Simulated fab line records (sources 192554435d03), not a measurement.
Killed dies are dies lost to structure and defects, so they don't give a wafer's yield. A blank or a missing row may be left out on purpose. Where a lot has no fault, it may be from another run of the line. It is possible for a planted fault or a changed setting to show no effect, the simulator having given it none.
The same fault as seen by 3 desks    flow n5 finfet    what lay behind the numbers comes last; until then each desk has only its own

## AT THE METROLOGY DESK
Lot by lot, what the gauges showed, no matter which tool ran the lot: averages of those sampled wafers that carry a number. If a lot's mean is further than 4 standard deviations from the usual mean, the lot is out of limits and carries the mark OUT (the distance appears in the brackets). Only the readings that lie furthest out on some lot appear, 7 of the 10 it has.
Columns: A = DIBL_N at N5_BEOL_M4_RC_MEAS_101, usual 36.3 mV/V; B = DIBL_P at N5_BEOL_M4_RC_MEAS_101, usual 36.3 mV/V; C = IOFF_N at N5_BEOL_M4_RC_MEAS_101, usual 0.160 nA/um; D = ION_P at N5_BEOL_M4_RC_MEAS_101, usual 462 uA/um; E = SS_N at N5_BEOL_M4_RC_MEAS_101, usual 71.5 mV/dec; F = SS_P at N5_BEOL_M4_RC_MEAS_101, usual 73.4 mV/dec; G = VT_P at N5_BEOL_M4_RC_MEAS_101, usual -250.1 mV
lot   first seen here  A     B     C      D    E     F     G
L573  day 9 18:37      35.6  34.1  0.137  466  71.1  73.5  -251.2
L576  day 10 02:20     36.1  36.4  0.160  462  71.6  73.8  -245.3
L577  day 10 05:20     37.2  36.3  0.168  466  72.0  73.7  -249.3
L580  day 11 07:54     35.1  34.6  0.140  463  71.1  72.4  -250.1
L586  day 14 05:13     36.2  37.0  0.164  464  72.1  73.4  -252.3
L591  day 14 22:32     35.4  35.3  0.158  461  70.9  72.7  -253.2
L594  day 15 20:00     35.2  36.5  0.177  454  71.2  73.7  -253.1
L593  day 16 03:17     34.9  35.7  0.149  468  71.2  72.5  -249.4
This desk's verdict: no lot among the 8 shows anything out of limits.

## THE DEFECT DESK
Lot by lot, what the route's inspections counted, given as the mean of those sampled wafers with a number. If a lot's mean is further than 4 standard deviations from the usual mean, the lot is out of limits and carries the mark OUT (the distance appears in the brackets).
Columns: A = raw defect count at N5_BEOL_M1_INSPECT_59, usual 78; B = raw defect count at N5_BEOL_M2_INSPECT_13, usual 391; C = raw defect count at N5_BEOL_M2_INSPECT_30, usual 392
lot   first seen here  A               B    C
L573  day 6 22:31      112             377  390
L576  day 8 01:29      165             413  418
L577  day 8 03:12      175 (+4.1) OUT  465  512
L580  day 8 20:13      170             466  465
L586  day 11 03:07     64              442  399
L591  day 11 18:43     66              392  395
L593  day 12 19:05     64              275  313
L594  day 12 21:04     59              301  373
This desk's verdict: out of limits on L577, starting with L577 at day 8 03:12 (raw defect count at N5_BEOL_M1_INSPECT_59). Within limits: L573, L576, L580, L586, L591, L593, L594.

## DESK OF THE TOOL OWNER: cmp-04
The tool's own readings at N5_BEOL_M1_CMP_52 (polishes, stops on SiOC, t overpolish 6.8 s, target thk 40 nm): means of the sampled wafers that have a number, for each lot that ran on this tool. If a lot's mean is further than 4 standard deviations from the usual mean, the lot is out of limits and carries the mark OUT (the distance appears in the brackets).
Columns: A = barrier field endpoint s at N5_BEOL_M1_CMP_52, usual 24.7 s; B = motor current A at N5_BEOL_M1_CMP_52, usual 6.0 A; C = overpolish run s at N5_BEOL_M1_CMP_52, usual 6.802 s; D = slurry filter dp kPa at N5_BEOL_M1_CMP_52, usual 13.51 kPa; E = slurry flow ml min at N5_BEOL_M1_CMP_52, usual 150.0; F = time to endpoint s at N5_BEOL_M1_CMP_52, usual 62.4 s
lot   first seen here  A     B    C      D      E      F
L573  day 6 21:56      23.9  6.3  6.798  13.48  150.1  63.2
L576  day 8 00:55      24.3  5.8  6.807  13.38  150.0  62.4
L577  day 8 02:36      25.0  5.8  6.801  13.47  150.1  62.3
L580  day 8 19:43      25.6  6.3  6.801  13.49  149.7  66.3
L586  day 11 02:34     24.4  6.2  6.803  13.56  149.9  59.4
L591  day 11 18:10     24.9  6.5  6.798  13.50  149.6  65.0
L593  day 12 18:34     24.0  6.0  6.790  13.58  150.2  61.7
L594  day 12 20:26     23.8  6.1  6.801  13.45  150.1  60.2
This desk's verdict: no lot among the 8 shows anything out of limits.

## PUT TOGETHER
The defect desk could have raised an alarm at day 8 03:12, on L577.
Nothing out of limits was seen by the metrology desk.
The desk of the tool owner found nothing out of limits.
The metrology desk holds a record of L577, inside its limits.
On record at the tool owner's desk: L577, within its limits.
Of the lots named, all ran N5_BEOL_M1_CMP_52 on cmp-04.

## WHAT THE SIMULATOR HAD INSERTED
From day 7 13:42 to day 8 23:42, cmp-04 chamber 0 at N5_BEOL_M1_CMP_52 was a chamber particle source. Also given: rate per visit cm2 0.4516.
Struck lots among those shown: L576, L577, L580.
Hours from the fault's start to each desk's first reading out of limits: the defect desk, 14.
